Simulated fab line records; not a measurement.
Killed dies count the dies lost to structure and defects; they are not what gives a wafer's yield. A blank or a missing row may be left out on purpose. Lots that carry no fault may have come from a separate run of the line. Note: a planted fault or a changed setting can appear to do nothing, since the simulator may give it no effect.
fab line records ; flow n5_finfet
[record] lots = 5; wafers = 12; last_day = 16
route steps=1938 shown BEOL_M2@911 BEOL_M3@931 BEOL_M4@1111 PASSIVATION@1936
lots with no fault: from the same line, run without faults
start_h: the number of hours between the record's first day and the start of the first shown wafer of the lot ; wait_h: hours elapsed since this lot's preceding step ; " unchanged from the row above ; L1.1+2: a single row standing in for several wafers ; - either no value or no given start ; * or withheld: withheld ; < > ~ a bound
route shown NAME@n: NAME is a module with steps in the file, n the number in the route of the first one ; usual: mean/standard deviation of fault-free wafers ; same: alike in all rows ; chamber/n: place in a boat ; sites: readings site by site ; _std_site: their standard deviation ; _edge_site: mean of outer sites minus mean of inner sites ; radius_mm: for every site, how far away it sits from the centre of the wafer ; mask NAME#n: copy n ; behind: the tool/chamber that last shaped the wafer ; hold: what put the lot on hold/how long, in hours/how the hold closed ; device: the transistor (n, p or np) that didn't switch ; end of line: the tests these same wafers got at the end of their route ; step lacking rows: just its recipe ; killed: count of dies lost to structure and defects at first sort (not the wafer's yield) ; map: per-die view of a wafer (x killed, . not killed, _ where there is no die)
set.NAME: the setting as run; set.NAME@STEP: as run at that earlier step ; model.NAME: the simulator's own value behind a step, which no gauge read
lots at selected steps of the route; one table per step, one row per wafer
services: the hour from which a tool's chamber was out of use, counted from the record's first day as start_h (under 0 if before that day), plus the number of hours and why
[[steps]]
[step N5_BEOL_M2_ANNEAL_87]
[recipe] temp_c = 400; time_s = 240; ambient = vacuum
[step N5_BEOL_M2_SPUTTER_88]
[recipe] material = Cu; target_thk_a = 45; temp_c = -20; chamber_pressure_pa = 0.07; power_w = withheld; time_s = 8.29
[step N5_BEOL_M2_ANNEAL_89]
[recipe] temp_c = 400; time_s = 240; ambient = vacuum
[step N5_BEOL_M2_SPUTTER_90]
[recipe] material = Cu; target_thk_a = 45; temp_c = -20; chamber_pressure_pa = 0.07; power_w = withheld; time_s = 8.29
[step N5_BEOL_M2_ANNEAL_91]
[recipe] temp_c = 400; time_s = 240; ambient = vacuum
[step N5_BEOL_M2_SPUTTER_92]
[recipe] material = Cu; target_thk_a = 45; temp_c = -20; chamber_pressure_pa = 0.07; power_w = withheld; time_s = 8.29
[step N5_BEOL_M2_ANNEAL_93]
[recipe] temp_c = 400; time_s = 240; ambient = vacuum
[step N5_BEOL_M2_SPUTTER_94]
[recipe] material = Cu; target_thk_a = 45; temp_c = -20; chamber_pressure_pa = 0.07; power_w = withheld; time_s = 8.29
[step N5_BEOL_M2_ANNEAL_95]
[recipe] temp_c = 400; time_s = 240; ambient = vacuum
[step N5_BEOL_M2_SPUTTER_96]
[recipe] material = Cu; target_thk_a = 45; temp_c = -20; chamber_pressure_pa = 0.07; power_w = withheld; time_s = 8.29
[step N5_BEOL_M2_ECD_50]
[recipe] material = Cu; target_thk_a = 3000
[step N5_BEOL_M2_ANNEAL_51]
[recipe] temp_c = 225; time_s = 90; ambient = N2
[step N5_BEOL_M2_CMP_52]
[recipe] stop_on = SiOC; t_overpolish_s = 6.8; down_force_psi = 1; platen_rpm = 50; clearing_platen_down_force_psi = 1.5; clearing_platen_rpm = 50; post_cmp_clean = cu_alkaline; target_thk_nm = 40; clearing_platen_pad_velocity_m_s = 0.99484; pad_velocity_m_s = 0.99484
[usual] barrier_field_endpoint_s = 25.1/0.76; motor_current_A = 6.0/0.61; overpolish_run_s = 6.799/0.0085; time_to_endpoint_s = 65/3.8
lot.wafer;tool;chamber;start_h;wait_h;barrier_field_endpoint_s;motor_current_A;overpolish_run_s;time_to_endpoint_s
L917.1;cmp-01;1;155.59;0.3;24.4;5.9;6.784;64
L917.2;cmp-01;3;155.59;0.3;24.3;6.3;6.801;66
L917.5;cmp-01;0;155.59;0.3;24.9;6.5;6.803;62
L924.5;cmp-01;2;195.47;0.2;41.2;7.4;0.035;81
L924.6;cmp-01;3;195.47;0.2;24.9;6.2;6.803;66
L925.3;cmp-01;3;205.88;0.2;41.2;6.1;0.041;81
L925.1;cmp-01;2;205.88;0.2;26.1;7.4;6.795;71
L927.3;cmp-01;0;207.51;0.2;41.2;6.4;0.042;82
L927.1;cmp-01;1;207.51;0.2;25.1;5.9;6.795;64
L936.4;cmp-03;2;261.83;0.1;24.4;5.2;6.790;63
L936.1;cmp-03;0;261.83;0.1;25.4;6.3;6.789;66
L936.5;cmp-03;3;261.83;0.1;25.3;5.7;6.800;63
[step N5_BEOL_M2_THK_MEAS_53]
[recipe] thk_meas_gauge = xrf; reads = Cu_of_BEOL_M2_ECD_50
[usual] M2_THK = 40.4/2
lot.wafer;tool;chamber;start_h;wait_h;M2_THK[nm]
L917.1;film_metro-01;-;155.84;-;41.2
L917.2;film_metro-01;-;155.84;-;44.7
L917.5;film_metro-01;-;155.84;-;44.8
L924.5;film_metro-01;-;195.62;-;149.9
L924.6;film_metro-01;-;195.62;-;39.1
L925.1;film_metro-01;-;206.18;-;43.5
L925.3;film_metro-01;-;206.18;-;152.9
L927.1;film_metro-02;-;207.76;-;37.6
L927.3;film_metro-02;-;207.76;-;144.8
L936.1;film_metro-01;-;262.12;-;37.7
L936.4;film_metro-01;-;262.12;-;37.8
L936.5;film_metro-01;-;262.12;-;38.6
[step N5_BEOL_M2_PRE_CLEAN_60]
[recipe] gas = NH3/H2; time_s = 15; temp_c = *; rf_power_w = 300
[step N5_BEOL_M2_CO_CAP_55]
[recipe] material = Co; target_thk_a = 20; temp_c = 200; precursor = CCTBA/H2; pressure_torr = 30; time_s = 102.1
[step N5_BEOL_M2_PRE_CLEAN_56]
[recipe] gas = NH3; time_s = 15; temp_c = withheld; rf_power_w = 300
[step N5_BEOL_M2_DEP_57]
[recipe] material = SiCN; target_thk_a = 80; temp_c = withheld; precursor = 3MS/NH3; pressure_torr = 3; rf_w = 202; time_s = 14
[step N5_BEOL_M2_INSPECT_59]
[recipe] inspect_instrument = darkfield; mode = post_dep
[usual] raw_defect_count = 68/21
lot.wafer;tool;chamber;start_h;wait_h;raw_defect_count
L917.1;defect_inspect-01;-;156.21;0.0;68
L917.2;defect_inspect-01;-;156.21;0.0;79
L917.5;defect_inspect-01;-;156.21;0.0;52
L924.5;defect_inspect-02;-;195.96;0.0;5842
L924.6;defect_inspect-02;-;195.96;0.0;70
L925.1;defect_inspect-02;-;206.49;0.0;114
L925.3;defect_inspect-02;-;206.49;0.0;5690
L927.1;defect_inspect-01;-;208.05;0.0;95
L927.3;defect_inspect-01;-;208.05;0.0;5856
L936.1;defect_inspect-02;-;262.44;0.0;77
L936.4;defect_inspect-02;-;262.44;0.0;69
L936.5;defect_inspect-02;-;262.44;0.0;62
[step N5_BEOL_M3_ILD_DEP_00]
[recipe] material = SiOC; target_thk_a = 790; temp_c = 350; precursor = DEMS/O2; pressure_torr = 5; rf_w = 500; time_s = 15.3
[step N5_BEOL_M3_PECVD_72]
[recipe] material = SiO2; target_thk_a = 160; temp_c = 400; precursor = TEOS/O2; pressure_torr = 5.5; rf_w = 450; teos_flow_sccm = 53.8; gas = O2; flow_sccm = 3000; time_s = 18
[step N5_BEOL_M3_HM_DEP_02]
[recipe] material = TiN; target_thk_a = 200; temp_c = 25; chamber_pressure_pa = 0.49996
[step N5_BEOL_M3_COAT_61]
[recipe] resist = SOC; temp_c = 250; time_s = 60; spin_rpm = 1500; resist_thk_nm = 60
[step N5_BEOL_M3_COAT_62]
[recipe] resist = SiARC; temp_c = 220; time_s = 60; spin_rpm = 1500; resist_thk_nm = 12
[step N5_BEOL_M3_COAT_73]
[recipe] resist = underlayer; temp_c = 205; time_s = 60; spin_rpm = 1500; resist_thk_nm = 5
[step N5_BEOL_M3_COAT_05]
[recipe] resist = CAR-EUV; spin_rpm = 1500; resist_thk_nm = 30
[step N5_BEOL_M3_EBR_07]
[recipe] solvent = PGMEA; ebr_width_mm = 1.5
[step N5_BEOL_M3_SOFTBAKE_06]
[recipe] temp_c = 110; time_s = 60; resist = CAR-EUV
[step N5_BEOL_M3_EXPOSE_08]
[recipe] mask_id = M3; na = 0.33; source_shape = dipole; sigma_inner = 0.369; sigma_outer = 0.767; polarization = unpolarized; dose_mj = 33
[step N5_BEOL_M3_PEB_09]
[recipe] peb_temp_c = 100; peb_time_s = 60; resist = CAR-EUV
[step N5_BEOL_M3_DEVELOP_10]
[recipe] develop_time_s = 30; developer = TMAH; resist = CAR-EUV; rinse_liquid = surfactant_rinse; dry = air_spin; dev_temp_c = 23
[step N5_BEOL_M3_DESCUM_16]
[recipe] chemistry = O2; time_s = 7; source_power_w = 50; bias_power_w = 20; pressure_mtorr = 20; rf_frequency_hz = 2.712e+07; temp_c = 40; resist = CAR-EUV; o2_flow_sccm = 225
[step N5_BEOL_M3_ETCH_74]
[recipe] chemistry = N2/H2; target = underlayer; target_depth_a = 65; mask_material = CAR-EUV; time_s = 5.2; ion_energy_ev = 200; pressure_mtorr = 30; source_w = 840; bias_w = 150; n2_flow_sccm = 200; h2_flow_sccm = 200; ends = cleared
[step N5_BEOL_M3_ETCH_63]
[recipe] chemistry = CF4; target = SiARC; target_depth_a = 156; mask_material = CAR-EUV; time_s = 26; ion_energy_ev = 80; pressure_mtorr = 40; source_w = 545; bias_w = 36; Ar_flow_sccm = 100; cf4_flow_sccm = 100; ends = cleared
[step N5_BEOL_M3_ETCH_64]
[recipe] chemistry = N2/H2; target = SOC; target_depth_a = 750; overetch_a = 150; mask_material = SiARC; temp_c = 40; time_s = 112.5; ion_energy_ev = 200; pressure_mtorr = 30; source_w = 840; bias_w = 150; n2_flow_sccm = 200; h2_flow_sccm = 200
[step N5_BEOL_M3_STRIP_65]
[recipe] chemistry = N2/H2; temp_c = 40; n2_flow_sccm = 200; h2_flow_sccm = 200; rf_frequency_hz = 6e+07
[step N5_BEOL_M3_STRIP_75]
[recipe] chemistry = N2/H2; temp_c = 40; n2_flow_sccm = 200; h2_flow_sccm = 200; rf_frequency_hz = 6e+07
[step N5_BEOL_M4_RC_MEAS_101]
[usual] DIBL_N = 37.1/2.4; DIBL_P = 37/3; IOFF_N = 0.18/0.053; IOFF_P = 0.21/0.05; ION_N = 674/14; ION_P = 459/9.2; SS_N = 72.1/0.9; SS_P = 73.4/0.89; VT_N = 250/3.8; VT_P = -251/3.7
lot.wafer;tool;chamber;start_h;wait_h;DIBL_N[mV/V];DIBL_P[mV/V];IOFF_N[nA/um];IOFF_P[nA/um];ION_N[uA/um];ION_P[uA/um];SS_N[mV/dec];SS_P[mV/dec];VT_N[mV];VT_P[mV]
L917.1;prober-01;0;182.67;0.0;36.8;36;0.16;0.22;678;461;72.7;73.6;252;-251
L917.2;prober-01;0;182.67;0.0;40.1;36;0.30;0.23;662;457;75.4;72.7;248;-248
L917.5;prober-01;0;182.67;0.0;36.4;38;0.15;0.23;674;466;71.4;73.4;253;-247
L925.1;prober-01;0;229.62;0.0;37.4;35;0.15;0.16;662;448;71.6;72.4;251;-257
L924.6;prober-01;0;232.81;0.8;35.5;33;0.13;0.17;658;449;71.1;72.3;253;-253
L927.1;prober-01;0;234.22;0.0;41.7;43;0.31;0.32;689;466;73.9;75.5;243;-244
L936.1;prober-02;0;288.09;0.0;35.7;35;0.16;0.18;667;453;72.1;73.4;251;-255
L936.4;prober-02;0;288.09;0.0;39.9;40;0.25;0.26;691;464;72.7;74.3;244;-248
L936.5;prober-02;0;288.09;0.0;35.7;35;0.15;0.18;661;449;71.8;73.0;254;-254
[step N5_PASSIVATION_PROBE_49]
[usual] defect_limited_yield = 91.6/1.4; killed_at_M0_to_M3 = 32/9.5; killed_at_M4_up = 13/6; killed_at_contacts = 12/5.6; killed_at_front_end = 39/11; killed_at_other = 2.8/2.3; killed_dies = 99/16; killed_on_rim = 12/3.4; killed_open = 65/12; killed_short = 32/7.6; sort_bin_4_leakage = 0.1/0.88; sort_bin_5_function = 4.8/0.88; sort_bin_6_memory = 3.2/0.65; sort_n_pass = 1077/29; sort_yield_pct = 91.2/2.5
[same] gross_dies = 1180; killed_at_back_side = 0; sort_bin_8_speed[%] = 0
lot.wafer;tool;chamber;start_h;wait_h;defect_limited_yield[%];killed_at_M0_to_M3;killed_at_M4_up;killed_at_contacts;killed_at_front_end;killed_at_other;killed_dies;killed_on_rim;killed_open;killed_short;sort_bin_4_leakage[%];sort_bin_5_function[%];sort_bin_6_memory[%];sort_n_pass;sort_yield_pct[%]
L917.1;prober-01;-;286.97;0.0;91.2;35;11;16;42;0;104;9;76;28;0;4.9;3.6;1076;91.2
L917.2;prober-01;-;287.02;0.1;91.5;19;7;5;67;2;100;10;66;33;0;5.4;2.7;1080;91.5
L917.5;prober-01;-;287.17;0.2;92.5;23;19;8;39;0;89;11;63;25;0;4.6;2.7;1091;92.5
L924.5;prober-02;-;333.78;0.2;0;1121;4;19;34;2;1180;152;55;26;0;4.4;2.3;0;0
L925.3;prober-01;-;335.38;0.1;0;1109;21;14;34;2;1180;152;85;33;0;5.8;4.2;0;0
L927.1;prober-02;-;337.27;0.0;91.0;32;23;5;43;3;106;15;60;33;0.3;5.2;2.8;1070;90.7
L927.3;prober-02;-;337.37;0.1;0;1132;11;7;27;3;1180;152;43;47;0;4.1;3.1;0;0
L936.1;prober-01;-;394.93;0.0;91.9;19;11;9;56;1;96;10;64;28;0;5.1;2.6;1084;91.9
L936.4;prober-01;-;395.08;0.2;91.0;26;14;9;55;2;106;10;67;39;0;4.8;3.7;1074;91.0
L936.5;prober-01;-;395.13;0.2;90.7;46;10;5;44;5;110;12;73;37;0;5.0;4.0;1070;90.7
// killed by level:class
L917.1 MOL_CONTACT_COAG:geometric_particle:open=13 FIN_SAQP:geometric_particle:short=9 FIN_SAQP:geometric_particle:open=8 STI_FIN_REVEAL:geometric_particle:open=8 BEOL_M3:geometric_particle:open=8 BEOL_M0_SAQP:geometric_particle:open=7 BEOL_M1:geometric_particle:open=6 BEOL_M2:geometric_particle:open=6
L917.2 STI_FIN_REVEAL:geometric_particle:open=17 FIN_SAQP:geometric_particle:short=15 FIN_SAQP:geometric_particle:open=11 DUMMY_GATE:geometric_particle:open=7 MOL_CONTACT_COAG:geometric_particle:open=5 BEOL_M1:geometric_particle:open=4 BEOL_M3:geometric_particle:open=4 STARTING-WAFER:geometric_particle:short=4
L917.5 FIN_SAQP:geometric_particle:open=11 BEOL_M3:geometric_particle:open=8 FIN_SAQP:geometric_particle:short=7 BEOL_M4:geometric_particle:open=7 STI_FIN_REVEAL:geometric_particle:open=6 MOL_CONTACT_COAG:geometric_particle:open=6 STARTING-WAFER:geometric_particle:open=5 BEOL_M0_SAQP:geometric_particle:short=4
L924.5 BEOL_M2:area_cmp=1098 MOL_CONTACT_COAG:geometric_particle:open=13 BEOL_M3:geometric_particle:open=11 DUMMY_GATE:geometric_particle:open=6 MOL_CONTACT_COAG:geometric_particle:short=6 FIN_SAQP:geometric_particle:open=5 ILD0:geometric_particle:open=4 GATE_CUT:geometric_particle:short=4
L925.3 BEOL_M2:area_cmp=1060 MOL_CONTACT_COAG:geometric_particle:open=14 BEOL_M0_SAQP:geometric_particle:short=13 BEOL_M0_SAQP:geometric_particle:open=11 DUMMY_GATE:geometric_particle:open=8 BEOL_M4:geometric_particle:open=8 FIN_SAQP:geometric_particle:short=7 BEOL_M0:geometric_particle:open=7
L927.1 BEOL_M4:geometric_particle:open=11 HKMG_FIN:area_etch=11 BEOL_M0_SAQP:geometric_particle:short=9 BEOL_M0_SAQP:geometric_particle:open=7 FIN_SAQP:geometric_particle:open=6 FIN_SAQP:geometric_particle:short=4 GATE_CUT:geometric_particle:open=4 BEOL_M2:geometric_particle:open=4
L927.3 BEOL_M2:area_cmp=1090 BEOL_M0_SAQP:geometric_particle:short=14 BEOL_M0_SAQP:geometric_particle:open=12 GATE_CUT:geometric_particle:short=8 BEOL_M2:geometric_particle:open=7 BEOL_M4:geometric_particle:open=7 MOL_CONTACT_COAG:geometric_particle:open=6 FIN_SAQP:geometric_particle:short=5
L936.1 FIN_SAQP:geometric_particle:open=15 STI_FIN_REVEAL:geometric_particle:open=7 BEOL_M1:geometric_particle:open=7 MOL_CONTACT_COAG:geometric_particle:open=7 FIN_SAQP:geometric_particle:short=6 STARTING-WAFER:geometric_particle:short=6 BEOL_M3:geometric_particle:open=5 GATE_CUT:geometric_particle:short=4
L936.4 STI_FIN_REVEAL:geometric_particle:open=14 FIN_SAQP:geometric_particle:open=8 DUMMY_GATE:geometric_particle:open=8 FIN_SAQP:geometric_particle:short=7 MOL_CONTACT_COAG:geometric_particle:open=7 BEOL_M1:geometric_particle:short=6 GATE_CUT:geometric_particle:short=6 BEOL_M1:geometric_particle:open=5
L936.5 BEOL_M1:geometric_particle:open=14 FIN_SAQP:geometric_particle:open=12 BEOL_M3:geometric_particle:open=9 DUMMY_GATE:geometric_particle:open=8 BEOL_M2:geometric_particle:open=6 STI_FIN_REVEAL:geometric_particle:open=5 GATE_CUT:geometric_particle:short=5 BEOL_M0_SAQP:geometric_particle:short=5
// map L924.5 (x killed, . not)
_________________xxxxxxxxxxxx________________
______________xxxxxxxxxxxxxxxxxx_____________
___________xxxxxxxxxxxxxxxxxxxxxxxx__________
__________xxxxxxxxxxxxxxxxxxxxxxxxxx_________
________xxxxxxxxxxxxxxxxxxxxxxxxxxxxxx_______
_______xxxxxxxxxxxxxxxxxxxxxxxxxxxxxxxx______
______xxxxxxxxxxxxxxxxxxxxxxxxxxxxxxxxxx_____
_____xxxxxxxxxxxxxxxxxxxxxxxxxxxxxxxxxxxx____
____xxxxxxxxxxxxxxxxxxxxxxxxxxxxxxxxxxxxxx___
___xxxxxxxxxxxxxxxxxxxxxxxxxxxxxxxxxxxxxxxx__
___xxxxxxxxxxxxxxxxxxxxxxxxxxxxxxxxxxxxxxxx__
__xxxxxxxxxxxxxxxxxxxxxxxxxxxxxxxxxxxxxxxxxx_
__xxxxxxxxxxxxxxxxxxxxxxxxxxxxxxxxxxxxxxxxxx_
_xxxxxxxxxxxxxxxxxxxxxxxxxxxxxxxxxxxxxxxxxxxx
_xxxxxxxxxxxxxxxxxxxxxxxxxxxxxxxxxxxxxxxxxxxx
_xxxxxxxxxxxxxxxxxxxxxxxxxxxxxxxxxxxxxxxxxxxx
_xxxxxxxxxxxxxxxxxxxxxxxxxxxxxxxxxxxxxxxxxxxx
_xxxxxxxxxxxxxxxxxxxxxxxxxxxxxxxxxxxxxxxxxxxx
_xxxxxxxxxxxxxxxxxxxxxxxxxxxxxxxxxxxxxxxxxxxx
_xxxxxxxxxxxxxxxxxxxxxxxxxxxxxxxxxxxxxxxxxxxx
_xxxxxxxxxxxxxxxxxxxxxxxxxxxxxxxxxxxxxxxxxxxx
__xxxxxxxxxxxxxxxxxxxxxxxxxxxxxxxxxxxxxxxxxx_
__xxxxxxxxxxxxxxxxxxxxxxxxxxxxxxxxxxxxxxxxxx_
___xxxxxxxxxxxxxxxxxxxxxxxxxxxxxxxxxxxxxxxx__
___xxxxxxxxxxxxxxxxxxxxxxxxxxxxxxxxxxxxxxxx__
____xxxxxxxxxxxxxxxxxxxxxxxxxxxxxxxxxxxxxx___
_____xxxxxxxxxxxxxxxxxxxxxxxxxxxxxxxxxxxx____
______xxxxxxxxxxxxxxxxxxxxxxxxxxxxxxxxxx_____
_______xxxxxxxxxxxxxxxxxxxxxxxxxxxxxxxx______
________xxxxxxxxxxxxxxxxxxxxxxxxxxxxxx_______
__________xxxxxxxxxxxxxxxxxxxxxxxxxx_________
___________xxxxxxxxxxxxxxxxxxxxxxxx__________
______________xxxxxxxxxxxxxxxxxx_____________
_________________xxxxxxxxxxxx________________
// map L925.3 (x killed, . not)
_________________xxxxxxxxxxxx________________
______________xxxxxxxxxxxxxxxxxx_____________
___________xxxxxxxxxxxxxxxxxxxxxxxx__________
__________xxxxxxxxxxxxxxxxxxxxxxxxxx_________
________xxxxxxxxxxxxxxxxxxxxxxxxxxxxxx_______
_______xxxxxxxxxxxxxxxxxxxxxxxxxxxxxxxx______
______xxxxxxxxxxxxxxxxxxxxxxxxxxxxxxxxxx_____
_____xxxxxxxxxxxxxxxxxxxxxxxxxxxxxxxxxxxx____
____xxxxxxxxxxxxxxxxxxxxxxxxxxxxxxxxxxxxxx___
___xxxxxxxxxxxxxxxxxxxxxxxxxxxxxxxxxxxxxxxx__
___xxxxxxxxxxxxxxxxxxxxxxxxxxxxxxxxxxxxxxxx__
__xxxxxxxxxxxxxxxxxxxxxxxxxxxxxxxxxxxxxxxxxx_
__xxxxxxxxxxxxxxxxxxxxxxxxxxxxxxxxxxxxxxxxxx_
_xxxxxxxxxxxxxxxxxxxxxxxxxxxxxxxxxxxxxxxxxxxx
_xxxxxxxxxxxxxxxxxxxxxxxxxxxxxxxxxxxxxxxxxxxx
_xxxxxxxxxxxxxxxxxxxxxxxxxxxxxxxxxxxxxxxxxxxx
_xxxxxxxxxxxxxxxxxxxxxxxxxxxxxxxxxxxxxxxxxxxx
_xxxxxxxxxxxxxxxxxxxxxxxxxxxxxxxxxxxxxxxxxxxx
_xxxxxxxxxxxxxxxxxxxxxxxxxxxxxxxxxxxxxxxxxxxx
_xxxxxxxxxxxxxxxxxxxxxxxxxxxxxxxxxxxxxxxxxxxx
_xxxxxxxxxxxxxxxxxxxxxxxxxxxxxxxxxxxxxxxxxxxx
__xxxxxxxxxxxxxxxxxxxxxxxxxxxxxxxxxxxxxxxxxx_
__xxxxxxxxxxxxxxxxxxxxxxxxxxxxxxxxxxxxxxxxxx_
___xxxxxxxxxxxxxxxxxxxxxxxxxxxxxxxxxxxxxxxx__
___xxxxxxxxxxxxxxxxxxxxxxxxxxxxxxxxxxxxxxxx__
____xxxxxxxxxxxxxxxxxxxxxxxxxxxxxxxxxxxxxx___
_____xxxxxxxxxxxxxxxxxxxxxxxxxxxxxxxxxxxx____
______xxxxxxxxxxxxxxxxxxxxxxxxxxxxxxxxxx_____
_______xxxxxxxxxxxxxxxxxxxxxxxxxxxxxxxx______
________xxxxxxxxxxxxxxxxxxxxxxxxxxxxxx_______
__________xxxxxxxxxxxxxxxxxxxxxxxxxx_________
___________xxxxxxxxxxxxxxxxxxxxxxxx__________
______________xxxxxxxxxxxxxxxxxx_____________
_________________xxxxxxxxxxxx________________
[[services]]
tool;chamber;start_h;hours;kind
cmp-03;-;133.50;0.8;repair
cmp-03;-;189.92;16.7;pm
cmp-01;-;197.28;2.3;repair
cmp-03;-;213.17;0.3;repair
cmp-03;-;217.93;4.0;pm
cmp-03;-;221.93;-;consumable_replace:conditioner
cmp-03;-;221.93;-;consumable_replace:pad
cmp-01;-;222.06;19.9;pm
cmp-01;-;254.51;0.3;repair
[[key]]
[first_sign] step = N5_BEOL_M2_CMP_52; reading = overpolish_run_s; direction = down; sigmas = 99+; usual = 6.799; struck = 0.039
[effect] step = N5_BEOL_M2_CMP_52; reading = barrier_field_endpoint_s; direction = up; sigmas = 21; usual = 25.1; struck = 41.2
[effect] step = N5_BEOL_M2_THK_MEAS_53; reading = M2_THK; direction = up; sigmas = 54; usual = 40.4; struck = 149.2
[effect] step = N5_BEOL_M2_INSPECT_59; reading = raw_defect_count; direction = up; sigmas = 99+; usual = 68; struck = 5796
[effect] step = N5_PASSIVATION_PROBE_49; reading = killed_at_M0_to_M3; direction = up; sigmas = 99+; usual = 32; struck = 1121
[more_kills_born_at] N5_BEOL_M2_CMP_52@cmp-01 = 3248
met_at N5_BEOL_M2_CMP_52
struck_wafers L924.5,L925.3,L927.3
later_rows_left_out L924.5,L925.3,L927.3
[baseline_loss] step = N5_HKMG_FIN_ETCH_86; wafers = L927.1
onset_between 155.59 195.47
[fault] kind = process_parameter_drift; tool = cmp-01; chamber = -; onset_h = 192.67; steps = N5_BEOL_M2_CMP_52; channel = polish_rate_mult; offset = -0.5; shape = step; end_h = 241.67; scope = struck_wafers_only
// later_rows_left_out: the simulator's readings of these wafers behind a module that went badly wrong aren't trusted and aren't shown, but for the sort
// baseline_loss: these wafers lose ten dies or more at that step, a loss of the line's own and not of a fault; the sort's usual values leave them out
